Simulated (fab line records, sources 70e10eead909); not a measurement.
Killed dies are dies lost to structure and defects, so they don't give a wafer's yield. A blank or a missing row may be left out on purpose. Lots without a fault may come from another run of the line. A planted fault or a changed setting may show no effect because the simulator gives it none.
Which tool did it? | flow nand_harc | 13 lots, 39 wafers sampled, at 5 steps of a route of 1302

WHAT THE GAUGES READ, wafer by wafer
NHARC_A_SGD_CUT_OVL_MEAS_10. Usual: overlay_x_nm -0.2 nm, standard deviation 0.94; overlay_y_nm 0.3 nm, standard deviation 0.99.
lot  | measured     | on         | overlay_x_nm (nm) | overlay_y_nm (nm) | flag
L755 | day 18 20:44 | overlay-01 | 1.0 0.6 0.8       | -1.1 -1.0 -0.7    |
L757 | day 20 04:34 | overlay-02 | -2.4 -2.6 -2.4    | 1.7 1.5 1.2       |
L758 | day 20 21:14 | overlay-02 | 0.3 0.1 -0.9      | 0.0 -0.4 0.4      |
L762 | day 22 16:56 | overlay-02 | 0.1 0.5 0.0       | 0.8 0.7 0.7       |
L763 | day 22 17:06 | overlay-01 | -1.0 -0.8 -0.1    | 1.6 1.9 1.8       |
L765 | day 23 18:48 | overlay-01 | 1.6 1.4 2.2       | 2.1 1.7 1.8       |
L767 | day 24 05:53 | overlay-02 | -2.2 -2.8 -2.0    | 0.2 -0.1 0.4      |
L768 | day 25 01:08 | overlay-02 | -0.2 -0.5 0.1     | -0.4 -0.1 -0.3    |
L770 | day 25 01:17 | overlay-01 | 0.8 0.7 1.0       | -0.1 0.9 0.7      |
L773 | day 27 00:33 | overlay-02 | -0.6 0.3 0.4      | 1.5 0.7 0.7       |
L775 | day 27 08:28 | overlay-01 | 0.5 0.6 0.2       | 1.0 1.4 1.4       |
L776 | day 27 19:55 | overlay-01 | -1.2 -0.9 -0.7    | 1.1 1.1 0.7       |
L778 | day 29 01:04 | overlay-02 | -0.7 -0.2 -0.8    | -0.7 -0.3 0.1     |

NHARC_END_SORT_01. Usual: killed_at_array 57, standard deviation 21; killed_at_other 0.9, standard deviation 1.2; killed_at_periphery 4.2, standard deviation 2.9; killed_dies 62, standard deviation 21; killed_open 3.2, standard deviation 1.8; killed_short 2.4, standard deviation 1.5.
lot  | measured     | on        | killed_at_array | killed_at_other | killed_at_periphery | killed_dies | killed_open | killed_short | flag
L755 | day 24 03:29 | prober-02 | 84 62 76        | 1 1 2           | 4 2 3               | 89 65 81    | 6 4 5       | 2 1 3        |
L763 | day 27 23:22 | prober-02 | 32 40 41        | 2 1 0           | 8 6 5               | 42 47 46    | 5 1 3       | 2 3 1        |
L765 | day 29 03:15 | prober-01 | 70 90 69        | 0 0 0           | 0 1 0               | 70 91 69    | 2 1 3       | 3 4 2        |
L770 | day 30 10:14 | prober-01 | 70 74 69        | 0 1 0           | 9 10 4              | 79 85 73    | 1 5 2       | 0 2 4        |

WHICH TOOL RAN EACH LOT (tool, then ch and the chambers of the sampled wafers, then the start)
lot  | NHARC_A_SGD_CUT_STRIP_17                      | NHARC_A_SLIT_SOFTBAKE_04          | NHARC_A_SLIT_ETCH_17
L755 | rie_diel-10 ch 0,1, day 19 11:00 or earlier   | litho_track-04 ch 0, day 19 11:00 | har_etch-01 ch 0,1, day 19 13:36
L757 | rie_diel-05 ch 0,1, day 20 15:00 or earlier   | litho_track-06 ch 0, day 20 15:00 | har_etch-01 ch 0,1, day 20 17:32
L758 | rie_diel-05 ch 0,1,2, day 21 08:00 or earlier | litho_track-04 ch 0, day 21 08:00 | har_etch-01 ch 0,1, day 21 10:26
L762 | rie_diel-05 ch 0,3, day 23 05:00 or earlier   | litho_track-04 ch 0, day 23 05:00 | har_etch-01 ch 0,1, day 23 07:28
L763 | rie_diel-05 ch 0,3, day 23 05:00 or earlier   | litho_track-04 ch 0, day 23 05:00 | har_etch-02 ch 0,1, day 23 10:58
L765 | rie_diel-10 ch 0,1,3, day 24 06:00 or earlier | litho_track-01 ch 0, day 24 06:00 | har_etch-01 ch 0,1, day 24 08:34
L767 | rie_diel-10 ch 0,1, day 24 16:00 or earlier   | litho_track-01 ch 0, day 24 16:00 | har_etch-02 ch 0,1, day 24 19:58
L768 | rie_diel-13 ch 0,2,3, day 25 12:00 or earlier | litho_track-01 ch 0, day 25 12:00 | har_etch-02 ch 0,1, day 25 15:22
L770 | rie_diel-10 ch 0,2,3, day 25 15:00 or earlier | litho_track-01 ch 0, day 25 15:00 | har_etch-01 ch 0,1, day 25 17:29
L773 | rie_diel-05 ch 1,2, day 27 11:00 or earlier   | litho_track-01 ch 0, day 27 11:00 | har_etch-01 ch 1, day 27 13:26
L775 | rie_diel-10 ch 0,2, day 27 22:00 or earlier   | litho_track-06 ch 0, day 27 22:00 | har_etch-02 ch 0,1, day 27 23:56
L776 | rie_diel-10 ch 0,2,3, day 28 07:00 or earlier | litho_track-04 ch 0, day 28 07:00 | har_etch-01 ch 0,1, day 28 09:08
L778 | rie_diel-10 ch 0,2,3, day 29 11:00 or earlier | litho_track-06 ch 0, day 29 11:00 | har_etch-01 ch 0, day 29 15:11
- NHARC_A_SGD_CUT_STRIP_17: strips in O2.
- NHARC_A_SLIT_SOFTBAKE_04: time 55 s.
- NHARC_A_SLIT_ETCH_17: etches the open film in C4F8/O2/Ar, time 4254.5 s, target depth 20300 nm.

WHAT THE TOOLS THEMSELVES READ (means of the sampled wafers that have a number; where no wafer has one, the mark that the record gives instead)
NHARC_A_SGD_CUT_STRIP_17. Usual: drypump_motor_current_A 5.5 A, standard deviation 0.33; oes_product_au 1.003 a.u., standard deviation 0.014; rf_vpp_V 57.7 V, standard deviation 0.89; showerhead_plenum_p_Torr 3.47 Torr, standard deviation 0.13; throttle_valve_pct 17.037 %, standard deviation 0.0097.
lot  | tool        | drypump_motor_current_A (A) | oes_product_au (a.u.) | rf_vpp_V (V) | showerhead_plenum_p_Torr (Torr) | throttle_valve_pct (%) | flag
L755 | rie_diel-10 | 5.7                         | 1.003                 | 57.4         | 3.36                            | 17.033                 |
L757 | rie_diel-05 | 5.5                         | 1.005                 | 58.5         | 3.56                            | 17.039                 |
L758 | rie_diel-05 | 5.8                         | 1.017                 | 56.6         | 3.46                            | 17.034                 |
L762 | rie_diel-05 | 5.5                         | 0.993                 | 58.1         | 3.63                            | 17.037                 |
L763 | rie_diel-05 | 5.5                         | 0.994                 | 58.9         | 3.63                            | 17.043                 |
L765 | rie_diel-10 | 5.6                         | 1.012                 | 57.7         | 3.39                            | 17.044                 |
L767 | rie_diel-10 | 5.8                         | 1.007                 | 57.4         | 3.42                            | 17.030                 |
L768 | rie_diel-13 | 5.3                         | 0.989                 | 57.7         | 3.54                            | 17.029                 |
L770 | rie_diel-10 | 5.5                         | 1.001                 | 56.6         | 3.45                            | 17.038                 |
L773 | rie_diel-05 | 6.0                         | 1.016                 | 57.0         | 3.36                            | 17.038                 |
L775 | rie_diel-10 | 5.7                         | 1.014                 | 57.3         | 3.48                            | 17.038                 |
L776 | rie_diel-10 | 5.5                         | 1.002                 | 57.2         | 3.44                            | 17.042                 |
L778 | rie_diel-10 | 5.5                         | 1.007                 | 56.7         | 3.44                            | 17.036                 |

NHARC_A_SLIT_SOFTBAKE_04. Usual: heater_power_total_W 188.45 W, standard deviation 0.14.
lot  | tool           | heater_power_total_W (W) | flag
L755 | litho_track-04 | 188.56                   |
L757 | litho_track-06 | 188.48                   |
L758 | litho_track-04 | 188.32                   |
L762 | litho_track-04 | 188.41                   |
L763 | litho_track-04 | 188.43                   |
L765 | litho_track-01 | 188.33                   |
L767 | litho_track-01 | 188.35                   |
L768 | litho_track-01 | 193.17                   | OFF
L770 | litho_track-01 | 193.38                   | OFF
L773 | litho_track-01 | 193.14                   | OFF
L775 | litho_track-06 | 188.36                   |
L776 | litho_track-04 | 188.45                   |
L778 | litho_track-06 | 188.42                   |

NHARC_A_SLIT_ETCH_17. Usual: drypump_motor_current_A 5.8 A, standard deviation 0.47; showerhead_plenum_p_Torr 3.74 Torr, standard deviation 0.13; throttle_valve_pct 32.047 %, standard deviation 0.0082.
lot  | tool        | drypump_motor_current_A (A) | showerhead_plenum_p_Torr (Torr) | throttle_valve_pct (%) | flag
L755 | har_etch-01 | 5.3                         | 3.65                            | 32.048                 |
L757 | har_etch-01 | 5.4                         | 3.64                            | 32.049                 |
L758 | har_etch-01 | 5.5                         | 3.63                            | 32.049                 |
L762 | har_etch-01 | 5.4                         | 3.62                            | 32.046                 |
L763 | har_etch-02 | 6.0                         | 3.89                            | 32.041                 |
L765 | har_etch-01 | 5.5                         | 3.61                            | 32.047                 |
L767 | har_etch-02 | 6.0                         | 3.88                            | 32.046                 |
L768 | har_etch-02 | 6.2                         | 3.87                            | 32.037                 |
L770 | har_etch-01 | 5.4                         | 3.60                            | 32.048                 |
L773 | har_etch-01 | 5.6                         | 3.60                            | 32.050                 |
L775 | har_etch-02 | 6.3                         | 3.85                            | 32.044                 |
L776 | har_etch-01 | 5.5                         | 3.59                            | 32.048                 |
L778 | har_etch-01 | 5.2                         | 3.57                            | 32.048                 |

THE ANSWER, worked out from the rows above alone
Rule: a lot is off if the mean of its wafers that have a number lies more than 3 standard deviations from the usual mean. A lot without any number at a reading at which 4 lots or more have one is off too. The other lots that the step has rows for count as sound. The gauges are gone through in route order, then the tools' own readings, and for those a lot's mean is taken as printed above. The first step at which some lot is off is used, and at that step the reading that is off furthest; a lot without a number counts as furthest.
Off: L768, L770, L773, at NHARC_A_SLIT_SOFTBAKE_04 (heater_power_total_W).
A tool fits if, at that step or a process step before it, it ran every lot that is off, and no sound lot after the first of them. NHARC_A_SGD_CUT_STRIP_17 gives no start for some lots, so the hours and the order of its lots are those of NHARC_A_SLIT_SOFTBAKE_04. One fits: litho_track-01 at NHARC_A_SLIT_SOFTBAKE_04. Its last sound lot is L767 (day 24 16:00), its first lot that is off L768 (day 25 12:00): a fault that began between those two fits.
The tool's own readings at NHARC_A_SLIT_SOFTBAKE_04 bear it out: on the lots that are off they differ by more than 5 times the standard deviation of the sound lots' means. heater_power_total_W reads 193.23 W there against 188.41 W on the sound lots.

WHAT THE SIMULATOR HAD PUT IN
Process parameter drift: litho_track-01, from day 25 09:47 on, at NHARC_A_SLIT_SOFTBAKE_04. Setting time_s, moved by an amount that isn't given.
Lots struck among those shown: L768, L770, L773. The rule above found the same.
